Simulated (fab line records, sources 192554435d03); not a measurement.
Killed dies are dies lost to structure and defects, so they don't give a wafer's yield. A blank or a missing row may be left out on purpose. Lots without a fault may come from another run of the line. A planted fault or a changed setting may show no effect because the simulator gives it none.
fab line records | flow n5_finfet
record lots=5 wafers=15 last_day=17
route steps=1938 shown BEOL_M1@813 BEOL_M2@841
lots that met no fault: from a run of the same line without faults
start_h: hours from the record's first day to the start of the lot's first wafer shown | wait_h: hours since the lot's step before | " the same as in the row above | L1.1+2: a row that stands for several wafers | - no value, or no start given | * or withheld: withheld | < > ~ a bound
route shown NAME@n: a module of which the file shows steps, and the number in the route of the first | usual: mean/standard deviation of fault-free wafers | same: alike in all rows | chamber/n: place in a boat | sites: the reading at each site | _std_site: their standard deviation | _edge_site: outer sites' mean less inner sites' | radius_mm: how far each site lies from the wafer's centre | mask NAME#n: copy n | behind: the tool/chamber that last shaped the wafer | hold: why the lot was held/for how many hours/how that ended | device: the transistor (n, p or np) that didn't switch | end of line: the same wafers' tests at the end of the route | a step without rows: its recipe alone | killed: dies lost to structure and defects at the first sort, not the wafer's yield | map: a wafer's dies, x killed, . not, _ none there
set.NAME: the setting as run; set.NAME@STEP: as run at that earlier step | model.NAME: the simulator's own value behind a step, which no gauge read
lots at some steps of the route; a table a step, a row a wafer
services: from which hour (start_h, from the record's first day; less than 0 if before it) a tool's chamber was out of use, for how many hours, and why
## steps
# step N5_BEOL_M1_CVD_47
# recipe material=Co target_thk_a=30 temp_c=withheld precursor=CCTBA/H2 pressure_torr=30 time_s=223.8
# columns lot.wafer tool chamber start_h wait_h
L075.1+4+5 cvd_co-01 0,2,0 137.44 0.0
L076.1+3+4 cvd_co-01 2,0,2 143.07 0.2
L080.1+4+5 cvd_co-02 2,1,2 161.06 0.0
L084.3+5+6 cvd_co-02 0,1,2 189.37 0.3
L097.1+2+5 cvd_co-01 2,1,1 268.83 0.0
# step N5_BEOL_M1_SPUTTER_48
# recipe material=Cu target_thk_a=45 temp_c=-20 chamber_pressure_pa=0.07 power_w=withheld time_s=8.29
# usual chamber_pressure_pa=0.07/0.00014 throttle_valve_pct=29.8/0.99
# columns lot.wafer tool chamber start_h wait_h chamber_pressure_pa throttle_valve_pct
L075.1 pvd_sputter-03 - 137.68 0.2 0.06998 29.4
L075.4 " - " " 0.07006 29.9
L075.5 " - " " 0.06979 29.8
L076.1 pvd_sputter-02 - 143.24 0.1 0.06985 31.5
L076.3 " - " " 0.06991 28.4
L076.4 " - " " 0.07025 28.8
L080.1 pvd_sputter-02 - 161.33 0.2 0.07013 31.1
L080.4 " - " " 0.07004 31.1
L080.5 " - " " 0.07014 28.7
L084.3 pvd_sputter-01 - 191.14 1.7 0.06971 28.2
L084.5 " - " " 0.07003 29.9
L084.6 " - " " 0.06998 27.9
L097.1 pvd_sputter-01 - 268.99 0.1 0.06982 27.9
L097.2 " - " " 0.06994 30.8
L097.5 " - " " 0.07013 30.9
# step N5_BEOL_M1_ANNEAL_49
# recipe temp_c=400 time_s=240 ambient=vacuum
# usual heater_power_w=815/76
# columns lot.wafer tool chamber start_h wait_h heater_power_w
L075.1 pvd_sputter-03 - 137.76 0.0 861
L075.4 " - " " 649
L075.5 " - " " 826
L076.1 pvd_sputter-02 - 143.32 0.0 830
L076.3 " - " " 765
L076.4 " - " " 824
L080.1 pvd_sputter-02 - 161.41 0.0 834
L080.4 " - " " 849
L080.5 " - " " 816
L084.3 pvd_sputter-01 - 191.22 0.0 777
L084.5 " - " " 916
L084.6 " - " " 784
L097.1 pvd_sputter-01 - 269.07 0.0 775
L097.2 " - " " 758
L097.5 " - " " 880
# step N5_BEOL_M1_SPUTTER_79
# recipe material=Cu target_thk_a=45 temp_c=-20 chamber_pressure_pa=0.07 power_w=withheld time_s=8.29
# usual chamber_pressure_pa=0.07/0.00017 throttle_valve_pct=29.8/0.99
# columns lot.wafer tool chamber start_h wait_h chamber_pressure_pa throttle_valve_pct
L075.1 pvd_sputter-03 - 137.90 0.1 0.07023 29.2
L075.4 " - " " 0.06988 30.0
L075.5 " - " " 0.06996 30.0
L076.1 pvd_sputter-02 - 143.46 0.1 0.06975 31.2
L076.3 " - " " 0.07022 28.5
L076.4 " - " " 0.07 29.0
L080.1 pvd_sputter-02 - 161.55 0.1 0.06991 31.0
L080.4 " - " " 0.06984 31.0
L080.5 " - " " 0.06985 28.9
L084.3 pvd_sputter-01 - 191.36 0.1 0.06984 27.9
L084.5 " - " " 0.06996 29.9
L084.6 " - " " 0.07017 28.0
L097.1 pvd_sputter-01 - 269.21 0.1 0.07007 28.0
L097.2 " - " " 0.06991 30.7
L097.5 " - " " 0.07019 30.9
# step N5_BEOL_M1_ANNEAL_80
# recipe temp_c=400 time_s=240 ambient=vacuum
# usual heater_power_w=815/76
# columns lot.wafer tool chamber start_h wait_h heater_power_w
L075.1 pvd_sputter-03 - 137.98 0.0 873
L075.4 " - " " 632
L075.5 " - " " 803
L076.1 pvd_sputter-02 - 143.54 0.0 843
L076.3 " - " " 753
L076.4 " - " " 823
L080.1 pvd_sputter-02 - 161.63 0.0 832
L080.4 " - " " 835
L080.5 " - " " 810
L084.3 pvd_sputter-01 - 191.44 0.0 799
L084.5 " - " " 914
L084.6 " - " " 787
L097.1 pvd_sputter-01 - 269.29 0.0 788
L097.2 " - " " 801
L097.5 " - " " 885
# step N5_BEOL_M1_SPUTTER_81
# recipe material=Cu target_thk_a=45 temp_c=-20 chamber_pressure_pa=0.07 power_w=withheld time_s=8.29
# usual chamber_pressure_pa=0.07/0.00013 throttle_valve_pct=29.8/1
# columns lot.wafer tool chamber start_h wait_h chamber_pressure_pa throttle_valve_pct
L075.1 pvd_sputter-03 - 138.12 0.1 0.0699 29.4
L075.4 " - " " 0.0699 30.4
L075.5 " - " " 0.06994 30.1
L076.1 pvd_sputter-02 - 143.68 0.1 0.07001 31.1
L076.3 " - " " 0.07003 28.3
L076.4 " - " " 0.06991 28.8
L080.1 pvd_sputter-02 - 161.77 0.1 0.07024 31.6
L080.4 " - " " 0.07007 31.5
L080.5 " - " " 0.07012 28.9
L084.3 pvd_sputter-01 - 191.58 0.1 0.06999 27.9
L084.5 " - " " 0.06983 29.5
L084.6 " - " " 0.06992 27.9
L097.1 pvd_sputter-01 - 269.43 0.1 0.07008 27.8
L097.2 " - " " 0.06985 30.9
L097.5 " - " " 0.06979 31.1
# step N5_BEOL_M1_ANNEAL_82
# recipe temp_c=400 time_s=240 ambient=vacuum
# usual heater_power_w=816/77
# columns lot.wafer tool chamber start_h wait_h heater_power_w
L075.1 pvd_sputter-03 - 138.20 0.0 880
L075.4 " - " " 639
L075.5 " - " " 837
L076.1 pvd_sputter-02 - 143.76 0.0 808
L076.3 " - " " 765
L076.4 " - " " 826
L080.1 pvd_sputter-02 - 161.85 0.0 860
L080.4 " - " " 867
L080.5 " - " " 803
L084.3 pvd_sputter-01 - 191.66 0.0 776
L084.5 " - " " 932
L084.6 " - " " 783
L097.1 pvd_sputter-01 - 269.51 0.0 789
L097.2 " - " " 765
L097.5 " - " " 897
# step N5_BEOL_M1_SPUTTER_86
# recipe material=Cu target_thk_a=45 temp_c=-20 chamber_pressure_pa=0.07 power_w=withheld time_s=8.29
# usual chamber_pressure_pa=0.07001/0.00014 throttle_valve_pct=29.8/1
# columns lot.wafer tool chamber start_h wait_h chamber_pressure_pa throttle_valve_pct
L075.1 pvd_sputter-03 - 138.34 0.1 0.06994 29.2
L075.4 " - " " 0.07022 30.4
L075.5 " - " " 0.06996 29.8
L076.1 pvd_sputter-02 - 143.90 0.1 0.06999 31.1
L076.3 " - " " 0.07001 28.4
L076.4 " - " " 0.06991 28.8
L080.1 pvd_sputter-02 - 161.99 0.1 0.07012 31.4
L080.4 " - " " 0.06984 31.4
L080.5 " - " " 0.06974 28.5
L084.3 pvd_sputter-01 - 191.80 0.1 0.06982 27.7
L084.5 " - " " 0.07003 29.8
L084.6 " - " " 0.07006 28.0
L097.1 pvd_sputter-01 - 269.65 0.1 0.07026 28.0
L097.2 " - " " 0.07006 30.5
L097.5 " - " " 0.0701 30.9
# step N5_BEOL_M1_ANNEAL_87
# recipe temp_c=400 time_s=240 ambient=vacuum
# usual heater_power_w=814/76
# columns lot.wafer tool chamber start_h wait_h heater_power_w
L075.1 pvd_sputter-03 - 138.42 0.0 868
L075.4 " - " " 634
L075.5 " - " " 812
L076.1 pvd_sputter-02 - 143.98 0.0 834
L076.3 " - " " 758
L076.4 " - " " 814
L080.1 pvd_sputter-02 - 162.07 0.0 827
L080.4 " - " " 824
L080.5 " - " " 818
L084.3 pvd_sputter-01 - 191.88 0.0 765
L084.5 " - " " 941
L084.6 " - " " 769
L097.1 pvd_sputter-01 - 269.73 0.0 780
L097.2 " - " " 766
L097.5 " - " " 901
# step N5_BEOL_M1_SPUTTER_88
# recipe material=Cu target_thk_a=45 temp_c=-20 chamber_pressure_pa=0.07 power_w=withheld time_s=8.29
# usual chamber_pressure_pa=0.06999/0.00015 throttle_valve_pct=29.8/1
# columns lot.wafer tool chamber start_h wait_h chamber_pressure_pa throttle_valve_pct
L075.1 pvd_sputter-03 - 138.56 0.1 0.07 29.4
L075.4 " - " " 0.06987 30.0
L075.5 " - " " 0.07005 30.1
L076.1 pvd_sputter-02 - 144.12 0.1 0.07004 31.2
L076.3 " - " " 0.06991 28.5
L076.4 " - " " 0.07003 29.1
L080.1 pvd_sputter-02 - 162.21 0.1 0.06995 31.2
L080.4 " - " " 0.06996 31.3
L080.5 " - " " 0.0702 28.8
L084.3 pvd_sputter-01 - 192.02 0.1 0.07 28.1
L084.5 " - " " 0.07008 29.8
L084.6 " - " " 0.06984 27.9
L097.1 pvd_sputter-01 - 269.87 0.1 0.06988 27.9
L097.2 " - " " 0.06967 30.6
L097.5 " - " " 0.07004 31.1
# step N5_BEOL_M1_ANNEAL_89
# recipe temp_c=400 time_s=240 ambient=vacuum
# usual heater_power_w=815/78
# columns lot.wafer tool chamber start_h wait_h heater_power_w
L075.1 pvd_sputter-03 - 138.64 0.0 900
L075.4 " - " " 644
L075.5 " - " " 813
L076.1 pvd_sputter-02 - 144.20 0.0 838
L076.3 " - " " 763
L076.4 " - " " 812
L080.1 pvd_sputter-02 - 162.29 0.0 850
L080.4 " - " " 832
L080.5 " - " " 805
L084.3 pvd_sputter-01 - 192.10 0.0 760
L084.5 " - " " 947
L084.6 " - " " 759
L097.1 pvd_sputter-01 - 269.95 0.0 770
L097.2 " - " " 772
L097.5 " - " " 899
# step N5_BEOL_M1_SPUTTER_90
# recipe material=Cu target_thk_a=45 temp_c=-20 chamber_pressure_pa=0.07 power_w=withheld time_s=8.29
# usual chamber_pressure_pa=0.07001/0.00014 throttle_valve_pct=29.8/0.99
# columns lot.wafer tool chamber start_h wait_h chamber_pressure_pa throttle_valve_pct
L075.1 pvd_sputter-03 - 138.78 0.1 0.06984 29.0
L075.4 " - " " 0.07014 30.3
L075.5 " - " " 0.06965 29.9
L076.1 pvd_sputter-02 - 144.34 0.1 0.0702 31.1
L076.3 " - " " 0.06995 28.6
L076.4 " - " " 0.06995 28.6
L080.1 pvd_sputter-02 - 162.43 0.1 0.07007 31.2
L080.4 " - " " 0.07009 31.1
L080.5 " - " " 0.07008 28.8
L084.3 pvd_sputter-01 - 192.24 0.1 0.07011 27.8
L084.5 " - " " 0.07022 30.0
L084.6 " - " " 0.07002 27.9
L097.1 pvd_sputter-01 - 270.09 0.1 0.07 27.9
L097.2 " - " " 0.07023 30.7
L097.5 " - " " 0.06992 30.7
# step N5_BEOL_M1_ANNEAL_91
# recipe temp_c=400 time_s=240 ambient=vacuum
# usual heater_power_w=816/78
# columns lot.wafer tool chamber start_h wait_h heater_power_w
L075.1 pvd_sputter-03 - 138.86 0.0 896
L075.4 " - " " 633
L075.5 " - " " 824
L076.1 pvd_sputter-02 - 144.42 0.0 846
L076.3 " - " " 729
L076.4 " - " " 789
L080.1 pvd_sputter-02 - 162.51 0.0 832
L080.4 " - " " 840
L080.5 " - " " 823
L084.3 pvd_sputter-01 - 192.32 0.0 782
L084.5 " - " " 945
L084.6 " - " " 771
L097.1 pvd_sputter-01 - 270.17 0.0 782
L097.2 " - " " 760
L097.5 " - " " 902
# step N5_BEOL_M1_SPUTTER_92
# recipe material=Cu target_thk_a=45 temp_c=-20 chamber_pressure_pa=0.07 power_w=withheld time_s=8.29
# usual chamber_pressure_pa=0.06999/0.00014 throttle_valve_pct=29.8/1
# columns lot.wafer tool chamber start_h wait_h chamber_pressure_pa throttle_valve_pct
L075.1 pvd_sputter-03 - 139.00 0.1 0.07015 29.2
L075.4 " - " " 0.07012 30.2
L075.5 " - " " 0.0699 30.0
L076.1 pvd_sputter-02 - 144.56 0.1 0.07001 31.5
L076.3 " - " " 0.07013 28.5
L076.4 " - " " 0.06996 28.6
L080.1 pvd_sputter-02 - 162.65 0.1 0.07035 31.3
L080.4 " - " " 0.07024 31.2
L080.5 " - " " 0.07005 28.8
L084.3 pvd_sputter-01 - 192.46 0.1 0.07002 27.9
L084.5 " - " " 0.07007 29.9
L084.6 " - " " 0.0701 28.1
L097.1 pvd_sputter-01 - 270.31 0.1 0.06986 28.1
L097.2 " - " " 0.0703 30.6
L097.5 " - " " 0.07 30.7
# step N5_BEOL_M1_ANNEAL_93
# recipe temp_c=400 time_s=240 ambient=vacuum
# usual heater_power_w=815/76
# columns lot.wafer tool chamber start_h wait_h heater_power_w
L075.1 pvd_sputter-03 - 139.08 0.0 902
L075.4 " - " " 645
L075.5 " - " " 826
L076.1 pvd_sputter-02 - 144.64 0.0 857
L076.3 " - " " 760
L076.4 " - " " 819
L080.1 pvd_sputter-02 - 162.73 0.0 843
L080.4 " - " " 829
L080.5 " - " " 811
L084.3 pvd_sputter-01 - 192.54 0.0 760
L084.5 " - " " 947
L084.6 " - " " 779
L097.1 pvd_sputter-01 - 270.39 0.0 766
L097.2 " - " " 769
L097.5 " - " " 881
# step N5_BEOL_M1_SPUTTER_94
# recipe material=Cu target_thk_a=45 temp_c=-20 chamber_pressure_pa=0.07 power_w=withheld time_s=8.29
# usual chamber_pressure_pa=0.07002/0.00013 throttle_valve_pct=29.8/1
# columns lot.wafer tool chamber start_h wait_h chamber_pressure_pa throttle_valve_pct
L075.1 pvd_sputter-03 - 139.22 0.1 0.06995 29.0
L075.4 " - " " 0.07 30.2
L075.5 " - " " 0.07014 29.8
L076.1 pvd_sputter-02 - 144.78 0.1 0.06988 31.4
L076.3 " - " " 0.07018 28.4
L076.4 " - " " 0.06986 28.8
L080.1 pvd_sputter-02 - 162.87 0.1 0.06998 31.3
L080.4 " - " " 0.07015 31.2
L080.5 " - " " 0.06974 28.7
L084.3 pvd_sputter-01 - 192.68 0.1 0.07014 28.0
L084.5 " - " " 0.07008 29.8
L084.6 " - " " 0.07014 28.1
L097.1 pvd_sputter-01 - 270.53 0.1 0.06981 27.9
L097.2 " - " " 0.06979 30.9
L097.5 " - " " 0.06999 31.0
# step N5_BEOL_M1_ANNEAL_95
# recipe temp_c=400 time_s=240 ambient=vacuum
# usual heater_power_w=813/76
# columns lot.wafer tool chamber start_h wait_h heater_power_w
L075.1 pvd_sputter-03 - 139.30 0.0 878
L075.4 " - " " 647
L075.5 " - " " 826
L076.1 pvd_sputter-02 - 144.86 0.0 833
L076.3 " - " " 753
L076.4 " - " " 801
L080.1 pvd_sputter-02 - 162.95 0.0 829
L080.4 " - " " 812
L080.5 " - " " 817
L084.3 pvd_sputter-01 - 192.76 0.0 788
L084.5 " - " " 914
L084.6 " - " " 774
L097.1 pvd_sputter-01 - 270.61 0.0 777
L097.2 " - " " 751
L097.5 " - " " 898
# step N5_BEOL_M1_SPUTTER_96
# recipe material=Cu target_thk_a=45 temp_c=-20 chamber_pressure_pa=0.07 power_w=withheld time_s=8.29
# usual chamber_pressure_pa=0.06998/0.00015 throttle_valve_pct=29.8/1
# columns lot.wafer tool chamber start_h wait_h chamber_pressure_pa throttle_valve_pct
L075.1 pvd_sputter-03 - 139.44 0.1 0.07001 29.2
L075.4 " - " " 0.06988 30.1
L075.5 " - " " 0.07025 30.0
L076.1 pvd_sputter-02 - 145.00 0.1 0.06993 31.3
L076.3 " - " " 0.06976 28.5
L076.4 " - " " 0.07009 28.7
L080.1 pvd_sputter-02 - 163.09 0.1 0.06984 31.3
L080.4 " - " " 0.06992 31.2
L080.5 " - " " 0.07002 28.8
L084.3 pvd_sputter-01 - 192.90 0.1 0.06989 27.9
L084.5 " - " " 0.06989 29.9
L084.6 " - " " 0.06995 27.9
L097.1 pvd_sputter-01 - 270.75 0.1 0.07019 27.8
L097.2 " - " " 0.0698 30.6
L097.5 " - " " 0.06995 30.9
# step N5_BEOL_M1_ECD_50
# recipe material=Cu target_thk_a=3000
# columns lot.wafer tool chamber start_h wait_h
L075.1+4+5 ecd_cu-02 1,1,0 139.56 0.1
L076.1+3+4 ecd_cu-02 0,1,0 145.12 0.1
L080.1+4+5 ecd_cu-01 1,0,0 163.21 0.1
L084.3+5+6 ecd_cu-02 1,1,0 193.03 0.1
L097.1+2+5 ecd_cu-02 0,1,0 270.86 0.1
# step N5_BEOL_M1_ANNEAL_51
# recipe temp_c=225 time_s=90 ambient=N2
# usual anneal_temp_c_max=225.9/0.31 wafer_temp_C_max=226.0/0.53
# columns lot.wafer tool chamber start_h wait_h anneal_temp_c_max wafer_temp_C_max
L075.1 rtp_anneal-02 0 139.64 0.1 225.7 225.8
L075.4 " 0 " " 225.4 225.4
L075.5 " 0 " " 225.4 225.7
L076.1 rtp_anneal-02 0 145.29 0.2 225.9 225.8
L076.3 " 0 " " 225.5 225.7
L076.4 " 0 " " 225.8 225.7
L080.1 rtp_anneal-02 0 163.28 0.1 225.5 225.7
L080.4 " 0 " " 226.0 225.7
L080.5 " 0 " " 225.8 225.9
L084.3 rtp_anneal-01 0 193.18 0.1 225.8 226.4
L084.5 " 0 " " 226.0 226.4
L084.6 " 0 " " 225.9 226.7
L097.1 rtp_anneal-02 0 270.94 0.1 225.8 225.4
L097.2 " 0 " " 225.6 225.6
L097.5 " 0 " " 225.7 225.4
# step N5_BEOL_M1_CMP_52
# recipe stop_on=SiOC t_overpolish_s=6.8 down_force_psi=1 platen_rpm=50 clearing_platen_down_force_psi=1.5 clearing_platen_rpm=50 post_cmp_clean=cu_alkaline target_thk_nm=40 clearing_platen_pad_velocity_m_s=0.99484 pad_velocity_m_s=0.99484
# usual barrier_field_endpoint_s=24.6/0.62 clearing_platen_rpm=50.001/0.023 motor_current_A=6.0/0.41 overpolish_run_s=6.801/0.01 slurry_filter_dp_kPa=13.50/0.15 time_to_endpoint_s=62/3.5
# columns lot.wafer tool chamber start_h wait_h barrier_field_endpoint_s clearing_platen_rpm motor_current_A overpolish_run_s slurry_filter_dp_kPa time_to_endpoint_s
L075.4 cmp-03 1 140.01 0.2 25.2 49.986 6.1 6.822 13.11 66
L075.1 " 2 " " 24.3 49.970 6.3 6.817 13.37 62
L075.5 " 0 " " 24.9 49.973 6.1 6.789 13.45 61
L076.3 cmp-04 0 145.62 0.2 24.3 50.006 6.3 6.806 13.37 60
L076.4 " 1 " " 24.4 50.000 5.5 6.813 13.50 59
L076.1 " 2 " " 24.5 50.043 5.8 6.799 13.70 57
L080.4 cmp-04 0 163.58 0.1 25.4 49.997 6.4 6.805 13.62 65
L080.1 " 2 " " 24.5 49.978 5.9 6.806 13.68 58
L080.5 " 1 " " 24.8 49.947 5.7 6.803 13.60 58
L084.3 cmp-04 0 193.47 0.2 23.9 50.009 6.6 6.805 13.41 63
L084.5 " 2 " " 24.1 49.991 5.7 6.807 13.59 59
L084.6 " 3 " " 24.2 50.043 5.5 6.791 13.56 59
L097.2 cmp-03 3 271.24 0.2 24.3 50.016 5.7 6.797 13.37 60
L097.1 " 1 " " 24.5 50.003 6.3 6.801 13.25 61
L097.5 " 3 " " 24.5 50.006 5.8 6.806 13.84 62
# step N5_BEOL_M1_THK_MEAS_53
# recipe thk_meas_gauge=xrf reads=Cu_of_BEOL_M1_ECD_50
# usual M1_THK=40.1/1.7
# columns lot.wafer tool chamber start_h wait_h M1_THK[nm]
L075.1 film_metro-01 - 140.23 - 37.7
L075.4 " - " " 39.2
L075.5 " - " " 38.1
L076.1 film_metro-01 - 145.88 - 40.8
L076.3 " - " " 39.6
L076.4 " - " " 39.1
L080.1 film_metro-02 - 163.88 - 38.8
L080.4 " - " " 41.6
L080.5 " - " " 40.2
L084.3 film_metro-01 - 193.69 - 40.7
L084.5 " - " " 39.2
L084.6 " - " " 41.2
L097.1 film_metro-02 - 271.53 - 40.2
L097.2 " - " " 39.0
L097.5 " - " " 40.0
# step N5_BEOL_M1_PRE_CLEAN_60
# recipe gas=NH3/H2 time_s=15 temp_c=* rf_power_w=300
# usual heater_power_w=87/11 rf_fwd_power_W=296.4/1.3
# columns lot.wafer tool chamber start_h wait_h heater_power_w rf_fwd_power_W
L075.1 cvd_co-01 1 140.27 0.0 68 298.7
L075.4 " 1 " " 67 296.6
L075.5 " 2 " " 86 297.6
L076.1 cvd_co-02 0 145.92 0.0 99 297.5
L076.3 " 1 " " 99 298.2
L076.4 " 1 " " 96 297.9
L080.1 cvd_co-01 0 163.91 0.0 71 296.3
L080.4 " 2 " " 86 297.6
L080.5 " 1 " " 67 296.7
L084.3 cvd_co-02 0 193.83 0.1 100 297.9
L084.5 " 1 " " 98 295.7
L084.6 " 0 " " 97 297.6
L097.1 cvd_co-02 0 271.57 0.0 99 295.0
L097.2 " 1 " " 97 296.4
L097.5 " 1 " " 98 296.4
# step N5_BEOL_M1_CO_CAP_55
# recipe material=Co target_thk_a=20 temp_c=200 precursor=CCTBA/H2 pressure_torr=30 time_s=102.1
# usual heater_power_w=239/15
# columns lot.wafer tool chamber start_h wait_h heater_power_w
L075.1 cvd_co-01 1 140.31 0.0 218
L075.4 " 1 " " 212
L075.5 " 2 " " 234
L076.1 cvd_co-02 0 145.96 0.0 251
L076.3 " 1 " " 253
L076.4 " 1 " " 249
L080.1 cvd_co-01 0 163.95 0.0 213
L080.4 " 2 " " 240
L080.5 " 1 " " 216
L084.3 cvd_co-02 0 193.87 0.0 249
L084.5 " 1 " " 256
L084.6 " 0 " " 249
L097.1 cvd_co-02 0 271.61 0.0 257
L097.2 " 1 " " 252
L097.5 " 1 " " 254
# step N5_BEOL_M1_PRE_CLEAN_56
# recipe gas=NH3 time_s=15 temp_c=withheld rf_power_w=300
# usual rf_fwd_power_W=294.4/1.9
# columns lot.wafer tool chamber start_h wait_h rf_fwd_power_W
L075.1 pecvd-01 2 140.40 0.1 297.0
L075.4 " 1 " " 297.9
L075.5 " 2 " " 296.2
L076.1 pecvd-02 2 146.05 0.1 296.6
L076.3 " 0 " " 295.4
L076.4 " 0 " " 296.4
L080.1 pecvd-03 2 164.04 0.1 293.5
L080.4 " 2 " " 293.3
L080.5 " 0 " " 292.7
L084.3 pecvd-03 1 193.96 0.1 296.8
L084.5 " 0 " " 292.8
L084.6 " 1 " " 296.2
L097.1 pecvd-03 1 271.70 0.1 293.7
L097.2 " 2 " " 293.5
L097.5 " 2 " " 293.0
# step N5_BEOL_M1_DEP_57
# recipe material=SiCN target_thk_a=80 temp_c=withheld precursor=3MS/NH3 pressure_torr=3 rf_w=202 time_s=14
# usual rf_fwd_power_W=199.2/1.2 showerhead_plenum_p_Torr=3.662/0.017 throttle_valve_pct=8.9/0.47
# columns lot.wafer tool chamber start_h wait_h rf_fwd_power_W showerhead_plenum_p_Torr throttle_valve_pct
L075.1 pecvd-01 2 140.42 0.0 200.6 3.664 8.8
L075.4 " 1 " " 201.0 3.669 9.1
L075.5 " 2 " " 200.2 3.664 8.8
L076.1 pecvd-02 2 146.08 0.0 200.2 3.645 7.9
L076.3 " 0 " " 198.9 3.658 8.5
L076.4 " 0 " " 199.4 3.661 8.5
L080.1 pecvd-03 2 164.07 0.0 197.0 3.635 9.2
L080.4 " 2 " " 196.9 3.644 9.1
L080.5 " 0 " " 199.1 3.686 8.8
L084.3 pecvd-03 1 193.98 0.0 199.6 3.677 9.7
L084.5 " 0 " " 199.3 3.685 8.8
L084.6 " 1 " " 198.6 3.682 9.6
L097.1 pecvd-03 1 271.73 0.0 200.4 3.679 9.8
L097.2 " 2 " " 198.3 3.638 9.3
L097.5 " 2 " " 197.9 3.631 9.6
# step N5_BEOL_M1_RS_MEAS_58
# recipe thk_meas_gauge=four-point-probe reads=Co_of_BEOL_M1_CO_CAP_55+Cu_of_BEOL_M1_ECD_50+Co_of_BEOL_M1_CVD_47+TaN_of_BEOL_M1_ALD_84
# usual M1_RS=0.67/0.037
# columns lot.wafer tool chamber start_h wait_h M1_RS[ohm/sq]
L075.1 film_metro-02 - 140.49 0.0 0.72
L075.4 " - " " 0.69
L075.5 " - " " 0.71
L076.1 film_metro-02 - 146.14 0.0 0.65
L076.3 " - " " 0.68
L076.4 " - " " 0.69
L080.1 film_metro-02 - 164.14 0.0 0.71
L080.4 " - " " 0.65
L080.5 " - " " 0.67
L084.3 film_metro-02 - 194.05 0.1 0.65
L084.5 " - " " 0.68
L084.6 " - " " 0.64
L097.1 film_metro-02 - 271.80 0.1 0.68
L097.2 " - " " 0.70
L097.5 " - " " 0.68
# step N5_BEOL_M1_INSPECT_59
# recipe inspect_instrument=darkfield mode=post_dep
# usual raw_defect_count=77/25
# columns lot.wafer tool chamber start_h wait_h raw_defect_count
L075.1 defect_inspect-01 - 140.52 0.0 78
L075.4 " - " " 49
L075.5 " - " " 67
L076.1 defect_inspect-02 - 146.17 0.0 66
L076.3 " - " " 40
L076.4 " - " " 37
L080.1 defect_inspect-02 - 164.16 0.0 80
L080.4 " - " " 124
L080.5 " - " " 92
L084.3 defect_inspect-02 - 194.08 0.0 56
L084.5 " - " " 63
L084.6 " - " " 75
L097.1 defect_inspect-01 - 271.82 0.0 45
L097.2 " - " " 71
L097.5 " - " " 69
# step N5_BEOL_M2_ILD_DEP_00
# recipe material=SiOC target_thk_a=790 temp_c=350 precursor=DEMS/O2 pressure_torr=5 rf_w=500 time_s=15.3
# usual heater_power_w=491/52 rf_fwd_power_W=493.7/2.7 showerhead_plenum_p_Torr=5.692/0.014 throttle_valve_pct=11.9/0.54
# columns lot.wafer tool chamber start_h wait_h heater_power_w rf_fwd_power_W showerhead_plenum_p_Torr throttle_valve_pct
L075.1 pecvd-01 1 140.60 0.1 450 493.4 5.698 11.9
L075.4 " 2 " " 535 496.1 5.693 11.5
L075.5 " 1 " " 448 494.0 5.691 11.9
L076.1 pecvd-04 1 146.21 0.0 515 494.0 5.685 12.0
L076.3 " 0 " " 425 492.2 5.680 12.6
L076.4 " 0 " " 430 492.8 5.680 12.8
L080.1 pecvd-01 1 164.20 0.0 499 494.5 5.690 11.5
L080.4 " 0 " " 392 494.8 5.667 11.6
L080.5 " 2 " " 563 492.4 5.711 11.4
L084.3 pecvd-01 1 194.11 0.0 531 500.4 5.695 11.9
L084.5 " 2 " " 585 494.0 5.691 11.3
L084.6 " 0 " " 413 495.6 5.676 11.6
L097.1 pecvd-03 2 271.86 0.0 444 488.9 5.672 11.9
L097.2 " 1 " " 521 494.9 5.707 12.9
L097.5 " 2 " " 458 491.4 5.684 12.2
# step N5_BEOL_M2_THK_MEAS_01
# recipe reads=SiOC_of_BEOL_M2_ILD_DEP_00
# usual M2_ILD_THK=79.0/1.1
# columns lot.wafer tool chamber start_h wait_h M2_ILD_THK[nm]
L075.1 film_metro-01 - 140.67 0.0 79.7
L075.4 " - " " 81.0
L075.5 " - " " 80.3
L076.1 film_metro-01 - 146.27 0.0 77.6
L076.3 " - " " 77.0
L076.4 " - " " 79.4
L080.1 film_metro-02 - 164.27 0.1 79.5
L080.4 " - " " 79.4
L080.5 " - " " 81.2
L084.3 film_metro-01 - 194.18 0.1 80.0
L084.5 " - " " 80.2
L084.6 " - " " 80.3
L097.1 film_metro-02 - 271.93 0.0 78.1
L097.2 " - " " 77.8
L097.5 " - " " 79.5
# step N5_BEOL_M2_PECVD_72
# recipe material=SiO2 target_thk_a=160 temp_c=400 precursor=TEOS/O2 pressure_torr=5.5 rf_w=450 teos_flow_sccm=53.8 gas=O2 flow_sccm=3000 time_s=18
# usual heater_power_w=746/62 rf_fwd_power_W=443.9/2.6 showerhead_plenum_p_Torr=8.78/0.068 throttle_valve_pct=22.4/0.93
# columns lot.wafer tool chamber start_h wait_h heater_power_w rf_fwd_power_W showerhead_plenum_p_Torr throttle_valve_pct
L075.1 pecvd-04 0 140.71 0.0 762 446.9 8.76 24.0
L075.4 " 1 " " 657 442.1 8.76 22.2
L075.5 " 2 " " 748 442.8 8.74 22.4
L076.1 pecvd-01 0 146.31 0.0 620 444.1 8.74 21.5
L076.3 " 2 " " 865 446.0 8.80 21.3
L076.4 " 1 " " 718 446.7 8.80 22.3
L080.1 pecvd-03 1 164.31 0.0 675 447.8 8.82 23.6
L080.4 " 0 " " 870 443.4 8.88 21.8
L080.5 " 2 " " 736 441.7 8.68 22.4
L084.3 pecvd-03 2 194.22 0.0 758 440.0 8.67 22.6
L084.5 " 2 " " 758 442.2 8.67 22.4
L084.6 " 1 " " 696 443.1 8.83 23.7
L097.1 pecvd-01 0 271.96 0.0 658 446.4 8.72 21.9
L097.2 " 1 " " 651 449.5 8.79 21.9
L097.5 " 2 " " 805 445.9 8.79 21.3
## services
# columns tool chamber start_h hours kind
pecvd-01 2 114.12 2.1 scheduled_down
cvd_co-02 1 114.67 - clean
cvd_co-02 1 114.67 22.0 scheduled_down
cvd_co-02 1 114.67 22.0 vent_cycle
pecvd-02 2 124.07 2.3 repair
cmp-04 - 128.42 0.5 repair
pvd_sputter-01 - 129.27 6.9 repair
ecd_cu-02 - 131.93 6.0 pm
cmp-03 - 152.68 4.0 pm
cvd_co-02 - 154.10 6.9 pm
cmp-03 - 156.68 - consumable_replace:conditioner
cmp-03 - 156.68 - consumable_replace:pad
pvd_sputter-01 - 161.78 0.8 repair
cvd_co-01 - 171.84 39.5 repair
pecvd-02 2 180.04 2.1 scheduled_down
cmp-03 - 192.87 3.3 repair
pecvd-02 1 195.84 18.6 repair
pecvd-03 1 204.64 2.1 scheduled_down
cmp-04 - 209.70 5.9 pm
pecvd-01 1 216.41 5.0 repair
ecd_cu-02 - 237.28 4.0 repair
cmp-03 - 250.71 4.4 repair
pecvd-03 - 254.60 0.9 repair
pecvd-04 1 258.07 2.8 repair
## key
fault none
